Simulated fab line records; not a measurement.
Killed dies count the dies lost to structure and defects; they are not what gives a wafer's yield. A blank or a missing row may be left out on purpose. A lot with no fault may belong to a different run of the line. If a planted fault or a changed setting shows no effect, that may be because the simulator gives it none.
fab line records + flow n5-finfet
record
- lots=6
- wafers=18
- last-day=17
route steps=1938 shown BEOL_M12@1636 PASSIVATION@1936
lots that met no fault: from a run of the same line without faults
start-h: hours from the record's opening day to when the first of the lot's shown wafers began + wait-h: how many hours have passed since the lot's step before this one + " as in the row above + L1.1+2: several wafers, shown together as one row + - no value present, or no start provided + * or withheld: withheld + < > ~ a bound
route shown NAME@n: names a module that has steps shown in the file, with the first one's number in the route + usual: average and standard deviation across the fault-free wafers + same: alike in all rows + chamber/n: place in a boat + sites: per-site readings + _std_site: their standard deviation + _edge_site: outer sites' mean less inner sites' + radius-mm: how far each site lies from the wafer's centre + mask NAME#n: copy n + behind: the last tool/chamber to shape the wafer + hold: why the lot went on hold/how many hours it stayed there/how the hold came to an end + device: transistor that didn't switch, given as n, p or np + end of line: tests run on the same wafers once the route is complete + a step with no rows: only its recipe + killed: the dies lost at the first sort to structure and to defects; this is not the yield of the wafer + map: per-die view of a wafer (x killed, . not killed, _ where there is no die)
set.NAME: the setting as run; set.NAME@STEP: as run at that earlier step + model.NAME: the simulator's own value behind a step, which no gauge read
lots at selected steps of the route; one table per step, one row per wafer
services: from which hour (start-h, from the record's first day; less than 0 if before it) a tool's chamber was out of use, for how many hours, and why
## steps
# step N5_BEOL_M12_ETCH_67
# recipe
- chemistry=CF4
- target=SiARC
- target-depth-a=1430
- time-s=238.3
- ion-energy-ev=80
- pressure-mtorr=40
- source-w=545
- bias-w=36
- Ar_flow_sccm=100
- cf4-flow-sccm=100
- ends=cleared
# usual
- drypump-motor-current-A=5.7/0.34
- etch-rf-on-time-s=238/7.3
- oes-product-au=0.69/0.081
- rf-vpp-V=184.0/1.2
- showerhead-plenum-p-Torr=2.15/0.064
- throttle-valve-pct=15.60/0.21
| lot.wafer | tool        | chamber | start-h | wait-h | drypump-motor-current-A | etch-rf-on-time-s | oes-product-au | rf-hours-counter-h | rf-vpp-V | showerhead-plenum-p-Torr | throttle-valve-pct |
|-----------|-------------|---------|---------|--------|-------------------------|-------------------|----------------|--------------------|----------|--------------------------|--------------------|
| L809.1    | rie-diel-03 | 0       | 274.60  | 0.0    | 5.9                     | 245               | 0.61           | 214                | 185.2    | 2.22                     | 15.61              |
| L809.2    | "           | 3       | "       | "      | 5.7                     | 232               | 0.66           | 150                | 182.3    | 2.05                     | 15.30              |
| L809.5    | "           | 0       | "       | "      | 5.9                     | 246               | 0.61           | -                  | 185.0    | 2.22                     | 15.62              |
| L814.1    | rie-diel-05 | 1       | 298.27  | 0.0    | 5.6                     | 248               | 0.60           | 234                | 184.8    | 2.18                     | 15.68              |
| L814.2    | "           | 0       | "       | "      | 5.4                     | 234               | 0.61           | 230                | 184.2    | 2.20                     | 16.01              |
| L814.6    | "           | 3       | "       | "      | 6.5                     | 231               | 0.78           | -                  | 184.1    | 2.28                     | 15.44              |
| L817.1    | rie-diel-01 | 2       | 312.68  | 0.0    | 5.7                     | 229               | 0.75           | 39                 | 184.5    | 2.09                     | 15.65              |
| L817.4    | "           | 2       | "       | "      | 5.7                     | 227               | 0.76           | -                  | 184.5    | 2.09                     | 15.64              |
| L817.5    | "           | 0       | "       | "      | 5.9                     | 236               | 0.72           | -                  | 183.0    | 2.09                     | 15.52              |
| L819.4    | rie-diel-01 | 2       | 333.81  | 0.1    | 5.7                     | 230               | 0.73           | -                  | 183.7    | 2.08                     | 15.68              |
| L819.5    | "           | 0       | "       | "      | 5.9                     | 239               | 0.70           | -                  | 182.5    | 2.08                     | 15.53              |
| L819.6    | "           | 3       | "       | "      | 5.5                     | 226               | 0.80           | -                  | 182.0    | 2.11                     | 15.60              |
| L826.2    | rie-diel-05 | 3       | 363.13  | 0.0    | 6.5                     | 234               | 0.73           | 59                 | 184.3    | 2.27                     | 15.50              |
| L826.5    | "           | 2       | "       | "      | 5.2                     | 249               | 0.77           | -                  | 184.0    | 2.19                     | 15.63              |
| L826.6    | "           | 3       | "       | "      | 6.5                     | 233               | 0.75           | -                  | 186.9    | 2.27                     | 15.50              |
| L827.2    | rie-diel-01 | 2       | 367.87  | 0.0    | 5.7                     | 231               | 0.72           | 65                 | 182.9    | 2.08                     | 15.71              |
| L827.5    | "           | 1       | "       | "      | 5.8                     | 238               | 0.80           | -                  | 183.4    | 2.11                     | 15.03              |
| L827.6    | "           | 2       | "       | "      | 5.7                     | 234               | 0.72           | -                  | 183.1    | 2.08                     | 15.71              |
# step N5_BEOL_M12_ETCH_68
# recipe
- chemistry=N2/H2
- target=SOC
- mask-material=SiARC
- source-w=3000
- bias-w=350
- temp-c=40
- time-s=285
- ion-energy-ev=200
- pressure-mtorr=30
- n2-flow-sccm=200
- h2-flow-sccm=200
# usual
- drypump-motor-current-A=5.7/0.34
- oes-product-au=0.80/0.093
- rf-vpp-V=523.8/2.3
- showerhead-plenum-p-Torr=2.55/0.071
- throttle-valve-pct=17.77/0.25
| lot.wafer | tool        | chamber | start-h | wait-h | drypump-motor-current-A | oes-product-au | rf-hours-counter-h | rf-vpp-V | showerhead-plenum-p-Torr | throttle-valve-pct |
|-----------|-------------|---------|---------|--------|-------------------------|----------------|--------------------|----------|--------------------------|--------------------|
| L809.1    | rie-diel-03 | 0       | 274.75  | 0.1    | 5.9                     | 0.72           | 214                | 525.2    | 2.62                     | 17.65              |
| L809.2    | "           | 3       | "       | "      | 5.7                     | 0.77           | 150                | 519.8    | 2.45                     | 17.53              |
| L809.5    | "           | 0       | "       | "      | 5.9                     | 0.73           | -                  | 526.6    | 2.62                     | 17.66              |
| L814.1    | rie-diel-05 | 1       | 298.42  | 0.1    | 5.6                     | 0.71           | 234                | 525.5    | 2.58                     | 17.73              |
| L814.2    | "           | 0       | "       | "      | 5.4                     | 0.72           | 230                | 523.5    | 2.62                     | 18.28              |
| L814.6    | "           | 3       | "       | "      | 6.5                     | 0.92           | -                  | 528.0    | 2.68                     | 17.49              |
| L817.1    | rie-diel-01 | 2       | 312.82  | 0.1    | 5.7                     | 0.85           | 40                 | 521.2    | 2.48                     | 17.90              |
| L817.4    | "           | 2       | "       | "      | 5.8                     | 0.85           | -                  | 522.5    | 2.49                     | 17.91              |
| L817.5    | "           | 0       | "       | "      | 5.9                     | 0.83           | -                  | 522.5    | 2.49                     | 17.80              |
| L819.4    | rie-diel-01 | 2       | 333.97  | 0.1    | 5.7                     | 0.84           | -                  | 521.9    | 2.48                     | 17.90              |
| L819.5    | "           | 0       | "       | "      | 5.9                     | 0.83           | -                  | 521.8    | 2.49                     | 17.82              |
| L819.6    | "           | 3       | "       | "      | 5.6                     | 0.93           | -                  | 523.1    | 2.49                     | 17.74              |
| L826.2    | rie-diel-05 | 3       | 363.35  | 0.1    | 6.5                     | 0.87           | 59                 | 527.2    | 2.67                     | 17.55              |
| L826.5    | "           | 2       | "       | "      | 5.2                     | 0.91           | -                  | 525.4    | 2.61                     | 18.01              |
| L826.6    | "           | 3       | "       | "      | 6.5                     | 0.87           | -                  | 526.2    | 2.67                     | 17.52              |
| L827.2    | rie-diel-01 | 2       | 368.02  | 0.1    | 5.7                     | 0.82           | 65                 | 521.6    | 2.47                     | 17.94              |
| L827.5    | "           | 1       | "       | "      | 5.7                     | 0.94           | -                  | 524.3    | 2.49                     | 17.14              |
| L827.6    | "           | 2       | "       | "      | 5.7                     | 0.81           | -                  | 522.1    | 2.47                     | 17.93              |
# step N5_BEOL_M12_STRIP_69
# recipe
- chemistry=N2/H2
- temp-c=40
- n2-flow-sccm=200
- h2-flow-sccm=200
- rf-frequency-hz=6e+07
# step N5_BEOL_M12_TRENCH_ETCH_34
# recipe
- chemistry=C4F8/O2/Ar
- target=SiOC
- target-depth-a=3189.5
- mask-material=SOC
- pressure-mtorr=30
- source-w=3000
- bias-w=700
- Ar_flow_sccm=400
- C4F8_flow_sccm=15
- O2_flow_sccm=8
- he-inner-torr=15
- he-outer-torr=30
- time-s=125.5
- ion-energy-ev=250
# usual
- drypump-motor-current-A=5.7/0.35
- he-inner-torr=15.00/0.031
- oes-product-au=0.80/0.093
- rf-vpp-V=665.6/2.8
- showerhead-plenum-p-Torr=3.42/0.1
- throttle-valve-pct=24.17/0.25
| lot.wafer | tool        | chamber | start-h | wait-h | drypump-motor-current-A | he-inner-torr | oes-product-au | rf-hours-counter-h | rf-vpp-V | showerhead-plenum-p-Torr | throttle-valve-pct |
|-----------|-------------|---------|---------|--------|-------------------------|---------------|----------------|--------------------|----------|--------------------------|--------------------|
| L809.1    | rie-diel-03 | 0       | 274.93  | 0.0    | 5.9                     | 14.93         | 0.73           | 214                | 667.8    | 3.52                     | 24.08              |
| L809.2    | "           | 3       | "       | "      | 5.7                     | 14.99         | 0.76           | 150                | 661.6    | 3.26                     | 23.69              |
| L809.5    | "           | 0       | "       | "      | 5.9                     | 14.96         | 0.72           | -                  | 668.9    | 3.52                     | 24.05              |
| L814.1    | rie-diel-05 | 1       | 298.60  | 0.0    | 5.6                     | 15.00         | 0.71           | 234                | 667.5    | 3.47                     | 24.14              |
| L814.2    | "           | 0       | "       | "      | 5.4                     | 14.95         | 0.72           | 230                | 669.1    | 3.49                     | 24.56              |
| L814.6    | "           | 3       | "       | "      | 6.5                     | 15.01         | 0.90           | -                  | 672.4    | 3.65                     | 24.23              |
| L817.1    | rie-diel-01 | 2       | 313.00  | 0.0    | 5.8                     | 15.03         | 0.86           | 40                 | 661.9    | 3.32                     | 24.26              |
| L817.4    | "           | 2       | "       | "      | 5.7                     | 15.03         | 0.86           | -                  | 663.0    | 3.32                     | 24.28              |
| L817.5    | "           | 0       | "       | "      | 5.9                     | 14.97         | 0.84           | -                  | 662.8    | 3.34                     | 24.19              |
| L819.4    | rie-diel-01 | 2       | 334.12  | 0.1    | 5.7                     | 14.98         | 0.85           | -                  | 663.5    | 3.32                     | 24.27              |
| L819.5    | "           | 0       | "       | "      | 5.9                     | 15.01         | 0.82           | -                  | 664.2    | 3.33                     | 24.20              |
| L819.6    | "           | 3       | "       | "      | 5.7                     | 14.96         | 0.93           | -                  | 663.1    | 3.38                     | 24.39              |
| L826.2    | rie-diel-05 | 3       | 363.63  | 0.0    | 6.5                     | 15.01         | 0.87           | 59                 | 670.3    | 3.64                     | 24.25              |
| L826.5    | "           | 2       | "       | "      | 5.2                     | 15.00         | 0.90           | -                  | 667.2    | 3.48                     | 24.32              |
| L826.6    | "           | 3       | "       | "      | 6.5                     | 14.96         | 0.87           | -                  | 670.1    | 3.64                     | 24.26              |
| L827.2    | rie-diel-01 | 2       | 368.20  | 0.0    | 5.8                     | 14.98         | 0.82           | 65                 | 663.0    | 3.31                     | 24.30              |
| L827.5    | "           | 1       | "       | "      | 5.7                     | 15.05         | 0.94           | -                  | 663.8    | 3.35                     | 23.58              |
| L827.6    | "           | 2       | "       | "      | 5.8                     | 14.99         | 0.81           | -                  | 662.4    | 3.31                     | 24.30              |
# step N5_BEOL_M12_STRIP_70
# recipe
- chemistry=C4F8/O2/Ar
- resist=SiARC
- rf-frequency-hz=6e+07
# step N5_BEOL_M12_OCD_MEAS_35
# usual
- trench-depth-nm=318/5.4
| lot.wafer | tool   | chamber | start-h | wait-h | trench-depth-nm |
|-----------|--------|---------|---------|--------|-----------------|
| L809.1    | ocd-02 | -       | 275.08  | 0.0    | 318             |
| L809.2    | "      | -       | "       | "      | 322             |
| L809.5    | "      | -       | "       | "      | 315             |
| L814.1    | ocd-02 | -       | 298.75  | 0.0    | 311             |
| L814.2    | "      | -       | "       | "      | 317             |
| L814.6    | "      | -       | "       | "      | 323             |
| L817.1    | ocd-02 | -       | 313.16  | 0.0    | 321             |
| L817.4    | "      | -       | "       | "      | 322             |
| L817.5    | "      | -       | "       | "      | 324             |
| L819.4    | ocd-02 | -       | 334.22  | 0.0    | 321             |
| L819.5    | "      | -       | "       | "      | 320             |
| L819.6    | "      | -       | "       | "      | 329             |
| L826.2    | ocd-01 | -       | 363.84  | 0.0    | 322             |
| L826.5    | "      | -       | "       | "      | 313             |
| L826.6    | "      | -       | "       | "      | 325             |
| L827.2    | ocd-01 | -       | 368.36  | 0.0    | 315             |
| L827.5    | "      | -       | "       | "      | 319             |
| L827.6    | "      | -       | "       | "      | 316             |
# step N5_BEOL_M12_STRIP_37
# recipe
- chemistry=N2/H2
- power-w=1000
- temp-c=250
- h2-frac=0.65
- overash-fraction=0.3
- pressure-mtorr=withheld
- n2-flow-sccm=1750
- h2-flow-sccm=3250
# step N5_BEOL_M12_ETCH_38
# recipe
- chemistry=CF4/N2
- target=SiCN
- target-depth-a=687
- taper-deg=2
- time-s=73.4
- ion-energy-ev=150
- mask-material=SiO2
- pressure-mtorr=40
- source-w=430
- bias-w=70
- Ar_flow_sccm=100
- cf4-flow-sccm=60
- n2-flow-sccm=60
# step N5_BEOL_M12_PRECLEAN_39
# recipe
- chemistry=residue-remover
- time-s=60
- temp-c=40
# step N5_BEOL_M12_SRD_40
# recipe
- time-s=30
- temp-c=23
- rinse-liquid=diw
- dry=n2-spin
- spin-rpm=1500
- dry-time-s=30
# step N5_BEOL_M12_DEGAS_41
# recipe
- ambient=vacuum
- temp-c=250
- time-s=60
# usual
- heater-power-w=339/35
| lot.wafer | tool           | chamber | start-h | wait-h | heater-power-w |
|-----------|----------------|---------|---------|--------|----------------|
| L809.1    | pvd-sputter-01 | -       | 275.92  | 0.3    | 368            |
| L809.2    | "              | -       | "       | "      | 399            |
| L809.5    | "              | -       | "       | "      | 342            |
| L814.1    | pvd-sputter-02 | -       | 299.20  | 0.0    | 396            |
| L814.2    | "              | -       | "       | "      | 308            |
| L814.6    | "              | -       | "       | "      | 315            |
| L817.1    | pvd-sputter-02 | -       | 313.76  | 0.2    | 396            |
| L817.4    | "              | -       | "       | "      | 334            |
| L817.5    | "              | -       | "       | "      | 299            |
| L819.4    | pvd-sputter-02 | -       | 334.78  | 0.0    | 317            |
| L819.5    | "              | -       | "       | "      | 397            |
| L819.6    | "              | -       | "       | "      | 324            |
| L826.2    | pvd-sputter-01 | -       | 364.99  | 0.2    | 358            |
| L826.5    | "              | -       | "       | "      | 393            |
| L826.6    | "              | -       | "       | "      | 339            |
| L827.2    | pvd-sputter-03 | -       | 374.71  | 0.3    | 326            |
| L827.5    | "              | -       | "       | "      | 329            |
| L827.6    | "              | -       | "       | "      | 337            |
# step N5_BEOL_M12_PRE_CLEAN_42
# recipe
- gas=H2/He
- time-s=30
- temp-c=250
# step N5_BEOL_M12_SPUTTER_43
# recipe
- material=TaN
- target-thk-a=150
- temp-c=50
- bias-v=168.6
- power-w=15000
- chamber-pressure-pa=0.12
- time-s=24.19
# usual
- cathode-dc-power-W=15000/2.8
- throttle-valve-pct=29.9/1.2
| lot.wafer | tool           | chamber | start-h | wait-h | cathode-dc-power-W | throttle-valve-pct | model.TaN_of_BEOL_M12_SPUTTER_43.thk-nm |
|-----------|----------------|---------|---------|--------|--------------------|--------------------|-----------------------------------------|
| L809.1    | pvd-sputter-01 | -       | 276.00  | 0.0    | 15003              | 28.9               | 15                                      |
| L809.2    | "              | -       | "       | "      | 14998              | 27.8               | 15                                      |
| L809.5    | "              | -       | "       | "      | 15001              | 32.0               | 15                                      |
| L814.1    | pvd-sputter-02 | -       | 299.28  | 0.0    | 15005              | 29.8               | 15.2                                    |
| L814.2    | "              | -       | "       | "      | 14999              | 31.1               | 15                                      |
| L814.6    | "              | -       | "       | "      | 15000              | 28.5               | 15                                      |
| L817.1    | pvd-sputter-02 | -       | 313.84  | 0.0    | 13989              | 29.9               | 14                                      |
| L817.4    | "              | -       | "       | "      | 13992              | 29.4               | 13.8                                    |
| L817.5    | "              | -       | "       | "      | 13990              | 31.3               | 14                                      |
| L819.4    | pvd-sputter-02 | -       | 334.86  | 0.0    | 13988              | 31.3               | 14.2                                    |
| L819.5    | "              | -       | "       | "      | 13988              | 30.1               | 14.2                                    |
| L819.6    | "              | -       | "       | "      | 13991              | 28.2               | 14.2                                    |
| L826.2    | pvd-sputter-01 | -       | 365.07  | 0.0    | 14999              | 29.0               | 15                                      |
| L826.5    | "              | -       | "       | "      | 15002              | 27.7               | 14.8                                    |
| L826.6    | "              | -       | "       | "      | 15004              | 31.9               | 15                                      |
| L827.2    | pvd-sputter-03 | -       | 374.79  | 0.0    | 15000              | 30.1               | 15                                      |
| L827.5    | "              | -       | "       | "      | 15002              | 30.3               | 15                                      |
| L827.6    | "              | -       | "       | "      | 15004              | 30.3               | 15                                      |
# step N5_BEOL_M12_SPUTTER_44
# recipe
- material=Ta
- target-thk-a=100
- temp-c=50
- bias-v=80
- power-w=15000
- chamber-pressure-pa=0.07
- time-s=16.13
# usual
- cathode-dc-power-W=15000/2.9
- throttle-valve-pct=29.9/1.2
| lot.wafer | tool           | chamber | start-h | wait-h | cathode-dc-power-W | throttle-valve-pct |
|-----------|----------------|---------|---------|--------|--------------------|--------------------|
| L809.1    | pvd-sputter-01 | -       | 276.08  | 0.0    | 14997              | 29.0               |
| L809.2    | "              | -       | "       | "      | 15002              | 27.7               |
| L809.5    | "              | -       | "       | "      | 15000              | 32.1               |
| L814.1    | pvd-sputter-02 | -       | 299.36  | 0.0    | 14999              | 30.1               |
| L814.2    | "              | -       | "       | "      | 14997              | 31.2               |
| L814.6    | "              | -       | "       | "      | 14994              | 28.1               |
| L817.1    | pvd-sputter-02 | -       | 313.92  | 0.0    | 15002              | 30.1               |
| L817.4    | "              | -       | "       | "      | 15003              | 29.5               |
| L817.5    | "              | -       | "       | "      | 14995              | 31.1               |
| L819.4    | pvd-sputter-02 | -       | 334.94  | 0.0    | 15000              | 31.0               |
| L819.5    | "              | -       | "       | "      | 15001              | 30.0               |
| L819.6    | "              | -       | "       | "      | 15003              | 28.3               |
| L826.2    | pvd-sputter-01 | -       | 365.15  | 0.0    | 15001              | 29.0               |
| L826.5    | "              | -       | "       | "      | 15001              | 27.8               |
| L826.6    | "              | -       | "       | "      | 14999              | 32.0               |
| L827.2    | pvd-sputter-03 | -       | 374.87  | 0.0    | 14996              | 30.2               |
| L827.5    | "              | -       | "       | "      | 15000              | 30.3               |
| L827.6    | "              | -       | "       | "      | 15001              | 30.3               |
# step N5_PASSIVATION_PROBE_49
# usual
- defect-limited-yield=90.9/1.6
- killed_at_M0_to_M3=34/11
- killed_at_M4_up=14/5.7
- killed-at-contacts=13/6.5
- killed-at-front-end=43/11
- killed-at-other=4/3.1
- killed-dies=107/19
- killed-open=71/14
- killed-short=35/7.9
- sort_bin_5_function=5.3/1.1
- sort_bin_6_memory=3.4/0.74
- sort-n-pass=1073/19
- sort-yield-pct=90.9/1.6
# same
- gross-dies=1180
- killed-at-back-side=0
- sort_bin_4_leakage[%]=0
- sort_bin_8_speed[%]=0
| lot.wafer | tool      | chamber | start-h | wait-h | defect-limited-yield[%] | killed_at_M0_to_M3 | killed_at_M4_up | killed-at-contacts | killed-at-front-end | killed-at-other | killed-dies | killed-open | killed-short | sort_bin_5_function[%] | sort_bin_6_memory[%] | sort-n-pass | sort-yield-pct[%] |
|-----------|-----------|---------|---------|--------|-------------------------|--------------------|-----------------|--------------------|---------------------|-----------------|-------------|-------------|--------------|------------------------|----------------------|-------------|-------------------|
| L809.1    | prober-02 | -       | 310.26  | 0.0    | 88.5                    | 31                 | 8               | 33                 | 58                  | 6               | 136         | 99          | 35           | 6.4                    | 4.6                  | 1044        | 88.5              |
| L809.2    | prober-02 | -       | 310.31  | 0.1    | 89.2                    | 66                 | 7               | 10                 | 44                  | 1               | 128         | 81          | 46           | 6.5                    | 4.1                  | 1052        | 89.2              |
| L809.5    | prober-02 | -       | 310.46  | 0.2    | 90.4                    | 38                 | 7               | 19                 | 41                  | 8               | 113         | 78          | 34           | 5.5                    | 3.8                  | 1067        | 90.4              |
| L814.1    | prober-01 | -       | 331.76  | 0.0    | 91.4                    | 37                 | 10              | 10                 | 41                  | 3               | 101         | 71          | 30           | 5.1                    | 3.0                  | 1079        | 91.4              |
| L814.2    | prober-01 | -       | 331.81  | 0.1    | 93.0                    | 32                 | 17              | 11                 | 19                  | 4               | 83          | 54          | 28           | 4.2                    | 2.5                  | 1097        | 93.0              |
| L814.6    | prober-01 | -       | 332.01  | 0.3    | 92.7                    | 25                 | 20              | 7                  | 33                  | 1               | 86          | 56          | 30           | 4.4                    | 2.5                  | 1094        | 92.7              |
# killed by level:class
L809.1 STI_FIN_REVEAL:geometric-particle:open=25 MOL_CONTACT_COAG:geometric-particle:open=25 FIN_SAQP:geometric-particle:short=8 FIN_SAQP:geometric-particle:open=8 BEOL_M1:geometric-particle:open=8 MOL_CONTACT_COAG:geometric-particle:short=7 BEOL_M3:geometric-particle:open=6 BEOL_M5:geometric-particle:open=5
L809.2 BEOL_M0_SAQP:geometric-particle:short=23 BEOL_M0_SAQP:geometric-particle:open=16 FIN_SAQP:geometric-particle:open=12 BEOL_M1:geometric-particle:open=10 MOL_CONTACT_COAG:geometric-particle:open=9 STI_FIN_REVEAL:geometric-particle:open=9 BEOL_M3:geometric-particle:open=9 BEOL_M1:geometric-particle:short=5
L809.5 MOL_CONTACT_COAG:geometric-particle:open=17 STI_FIN_REVEAL:geometric-particle:open=14 FIN_SAQP:geometric-particle:open=10 BEOL_M0_SAQP:geometric-particle:short=10 BEOL_M0_SAQP:geometric-particle:open=9 BEOL_M1:geometric-particle:open=9 PASS1_CAP:geometric-particle:short=5 BEOL_M1:geometric-particle:short=4
L814.1 BEOL_M2:geometric-particle:open=15 STI_FIN_REVEAL:geometric-particle:open=10 GATE_CUT:geometric-particle:short=10 MOL_CONTACT_COAG:geometric-particle:open=10 BEOL_M0_SAQP:geometric-particle:open=5 BEOL_M0_SAQP:geometric-particle:short=5 FIN_SAQP:geometric-particle:open=3 DUMMY_GATE:geometric-particle:open=3
L814.2 MOL_CONTACT_COAG:geometric-particle:open=9 BEOL_M4:geometric-particle:open=9 BEOL_M3:geometric-particle:open=8 BEOL_M0_SAQP:geometric-particle:short=6 GATE_CUT:geometric-particle:short=4 BEOL_M0_SAQP:geometric-particle:open=4 BEOL_M2:geometric-particle:open=4 BEOL_M0:geometric-particle:open=3
L814.6 BEOL_M0_SAQP:geometric-particle:short=9 STI_FIN_REVEAL:geometric-particle:open=9 MOL_CONTACT_COAG:geometric-particle:open=7 BEOL_M4:geometric-particle:open=7 BEOL_M6:geometric-particle:open=5 FIN_SAQP:geometric-particle:short=4 GATE_CUT:geometric-particle:open=4 STARTING-WAFER:geometric-particle:open=4
## services
| tool        | chamber | start-h | hours | kind                          |
|-------------|---------|---------|-------|-------------------------------|
| rie-diel-01 | -       | 251.62  | 1.0   | repair                        |
| rie-diel-01 | 3       | 271.09  | -     | clean                         |
| rie-diel-01 | 3       | 271.09  | -     | consumable-replace:focus-ring |
| rie-diel-01 | 3       | 271.09  | 30.4  | scheduled-down                |
| rie-diel-01 | 3       | 271.09  | 30.4  | vent-cycle                    |
| rie-diel-05 | 2       | 283.91  | -     | clean                         |
| rie-diel-05 | 2       | 283.91  | -     | consumable-replace:focus-ring |
| rie-diel-05 | 2       | 283.91  | 21.9  | scheduled-down                |
| rie-diel-05 | 2       | 283.91  | 21.9  | vent-cycle                    |
| rie-diel-03 | -       | 296.94  | 2.7   | repair                        |
| rie-diel-03 | -       | 300.72  | 0.3   | repair                        |
| rie-diel-01 | 1       | 309.69  | 18.4  | repair                        |
| rie-diel-05 | 1       | 326.19  | 19.6  | repair                        |
| rie-diel-05 | 0       | 349.32  | -     | clean                         |
| rie-diel-05 | 0       | 349.32  | -     | consumable-replace:focus-ring |
| rie-diel-05 | 0       | 349.32  | 15.9  | scheduled-down                |
| rie-diel-05 | 0       | 349.32  | 15.9  | vent-cycle                    |
| rie-diel-05 | 1       | 362.00  | 2.8   | repair                        |
| rie-diel-05 | 1       | 365.48  | -     | clean                         |
| rie-diel-05 | 1       | 365.48  | -     | consumable-replace:esc        |
| rie-diel-05 | 1       | 365.48  | -     | consumable-replace:focus-ring |
| rie-diel-05 | 1       | 365.48  | 23.5  | scheduled-down                |
| rie-diel-05 | 1       | 365.48  | 23.5  | vent-cycle                    |
| rie-diel-03 | 0       | 371.91  | -     | clean                         |
## key
first-sign
- step=N5_BEOL_M12_SPUTTER_43
- reading=cathode-dc-power-W
- direction=down
- sigmas=99+
- usual=*
- struck=*
effect none on later readings
model-effect
- step=N5_BEOL_M12_SPUTTER_43
- value=TaN_of_BEOL_M12_SPUTTER_43.thk-nm
- without=15.07
- struck=14.07
met-at N5_BEOL_M12_SPUTTER_43
struck-wafers L817.1,L817.4,L817.5,L819.4,L819.5,L819.6
onset-between 299.28 313.84
fault
- kind=process-parameter-drift
- tool=pvd-sputter-02
- chamber=-
- onset-h=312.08
- steps=N5_BEOL_M12_SPUTTER_43
- channel=power-w
- offset=*
- shape=step
- end-h=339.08
- acts-in=*
- stated=*
